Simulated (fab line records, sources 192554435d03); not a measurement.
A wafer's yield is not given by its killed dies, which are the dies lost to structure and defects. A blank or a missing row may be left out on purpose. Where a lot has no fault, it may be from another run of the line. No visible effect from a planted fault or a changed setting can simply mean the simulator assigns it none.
Comparing a struck lot with a sound one    flow n5 finfet    40 steps out of a route of 1938
Sound: wafers L617.3, L617.4, L617.6. Wafers struck: L624.4, L624.5, L624.6. The cause comes at the end.
For every step that has rows: the tool of each side, followed by ch and its chambers, followed by its first start. Under that, the readings that differ: sound wafers    struck wafers    difference of the means    sigmas: that difference in standard deviations of wafers without a fault.
alike: words and numbers the same on both sides, and readings whose means are apart by under 2 such deviations; not compared: readings that were withheld, readings missing a value for some wafer, numbers with overlapping values and no deviation given by the record, and bounds like >300 which may hide the same value.
The two part at a step that has a row with sigmas, a row that says differs or no value, or rows on one side only. Numbers that don't overlap but have no deviation are shown without sigmas and don't part them. Lack of a reading on every wafer of one side parts them only where that side has two or more wafers.

first, 12 steps without rows for these wafers: N5_HKMG_FIN_STRIP_19 (strips in N2/H2, time 360 s); N5_HKMG_FIN_ALD_91 (deposits TiN, target thk 1 nm, pulse time 1 s, purge time 3 s); N5_HKMG_FIN_COAT_85 (time 60 s, resist thk 300 nm); N5_HKMG_FIN_ETCH_86 (etches SOC in N2/H2, stops on TiN, target depth 393.2 nm); N5_HKMG_FIN_STRIP_89 (strips SOC in N2/H2, time 20 s); N5_HKMG_FIN_WET_ETCH_87 (etches TiN in SC1, time 154.2 s, target depth 4.7 nm, rinse time 30 s); N5_HKMG_FIN_STRIP_88 (strips in N2/H2, time 360 s); N5_HKMG_FIN_NWFM_ALD_20 (deposits TiAlC, target thk 2 nm, pulse time 3 s, purge time 2 s); N5_HKMG_FIN_ALD_71 (deposits TiN, target thk 1 nm, pulse time 1 s, purge time 3 s); N5_HKMG_FIN_COAT_66 (time 60 s, resist thk 300 nm); N5_HKMG_FIN_ETCH_67 (etches SOC in N2/H2, stops on TiN, target depth 388.9 nm); N5_HKMG_FIN_STRIP_90 (strips SOC in N2/H2, time 20 s).
N5_HKMG_FIN_WET_ETCH_73: etches the open film in SC1, time 42.3 s, target depth 1.3 nm, rinse time 30 s.
  sound on wet bench-01 ch 2,5,6, day 5 08:00; struck on wet bench-06 ch 0,1,3, day 7 02:55
  alike: nh4oh flow mL min
N5_HKMG_FIN_ETCHBACK_68: etches the open film in Cl2/Ar, stops on HfO2, target depth 0.5 nm.
  sound on rie metal-03 ch 0,1, day 5 08:05; struck on rie metal-03 ch 0,1, day 7 03:01
  alike: drypump motor current A, oes product au, throttle valve pct
  not compared: rf hours counter h
then, 2 steps without rows for these wafers: N5_HKMG_FIN_STRIP_69 (strips in N2/H2, time 360 s); N5_HKMG_FIN_ALD_21 (deposits TiN, target thk 1.5 nm, pulse time 1 s, purge time 3 s).
N5_HKMG_FIN_ALD_72: deposits W, target thk 2 nm, pulse time 1 s, purge time 2 s.
  sound on cvd w-01 ch 0,1, day 5 08:58; struck on cvd w-01 ch 0,1, day 7 03:53
  alike: heater power w, precursor pulse height rel
then, 3 steps without rows for these wafers: N5_HKMG_FIN_W_FILL_22 (material W, target thk 60 nm, time 18.2 s); N5_HKMG_FIN_PRECLEAN_83 (cleans in DIW, time 57.5 s); N5_HKMG_FIN_SRD_84 (dry time 32 s).
N5_HKMG_FIN_CMP_23: polishes, stops on SiNx, t overpolish 10 s, target thk 46.326 nm.
  sound on cmp-02 ch 2,3, day 5 09:15; struck on cmp-02 ch 0,1, day 7 04:02
  alike: motor current A, overpolish run s, time to endpoint s
N5_HKMG_FIN_CMP_94: polishes, stops on SiNx, t overpolish 4.7 s, target thk 43.299 nm.
  sound on cmp-02 ch 2,3, day 5 09:44; struck on cmp-02 ch 0,1, day 7 04:31
  alike: motor current A
then, 4 steps without rows for these wafers: N5_GATE_CUT_ETCHBACK_00 (etches W in SF6/Cl2); N5_GATE_CUT_ETCH_56 (etches TiN in Cl2/Ar, target depth 21.6 nm); N5_GATE_CUT_ETCHBACK_30 (etches TiN in Cl2/Ar, target depth 3 nm); N5_GATE_CUT_VAPOR_ETCH_60 (etches HfO2 in BCl3/Cl2).
N5_GATE_CUT_ETCH_58: etches SiNx in CH3F/O2, target depth 17 nm, time 128.6 s.
  sound on rie diel-02 ch 0,1,3, day 5 10:19; struck on rie diel-04 ch 1,2, day 7 05:06
  alike: drypump motor current A, oes product au, rf vpp V, showerhead plenum p Torr, throttle valve pct
  not compared: rf hours counter h
then, 12 steps without rows for these wafers: N5_GATE_CUT_STRIP_59 (strips in N2/H2, time 20 s); N5_GATE_CUT_PRECLEAN_31 (cleans in DIW, time 300 s); N5_GATE_CUT_SRD_32 (time 30 s); N5_GATE_CUT_SAC_CAP_01 (material SiNx, target thk 24 nm, pulse time 1 s, ald cycles 480); N5_GATE_CUT_PECVD_57 (deposits SiNx from SiH4/NH3/N2, target thk 21 nm); N5_GATE_CUT_CMP_02 (polishes, stops on SiO2, t overpolish 12.7 s, target thk 0 nm); N5_GATE_CUT_HM_DEP_46 (deposits SiO2 from TEOS/O2, target thk 130 nm, time 26.6 s); N5_GATE_CUT_COAT_34 (time 60 s, resist thk 60 nm); N5_GATE_CUT_COAT_35 (time 60 s, resist thk 10 nm); N5_GATE_CUT_COAT_27 (time 60 s, resist thk 10 nm); N5_GATE_CUT_COAT_07 (resist thk 30 nm); N5_GATE_CUT_EBR_09.
-- the record jumps here: 7 days lie between the struck wafers' starts before and after (it left off in module GATE_CUT and takes up again in module PASSIVATION, whose first step shown is number 1936 of the route) --
N5_PASSIVATION_PROBE_49:
  record: rows for the struck wafers here (prober-01, day 14 16:13), none for the sound ones

WHERE THEY PART
At N5_PASSIVATION_PROBE_49 and nowhere else, as far as this record goes.

WHY: what had been put in by the simulator
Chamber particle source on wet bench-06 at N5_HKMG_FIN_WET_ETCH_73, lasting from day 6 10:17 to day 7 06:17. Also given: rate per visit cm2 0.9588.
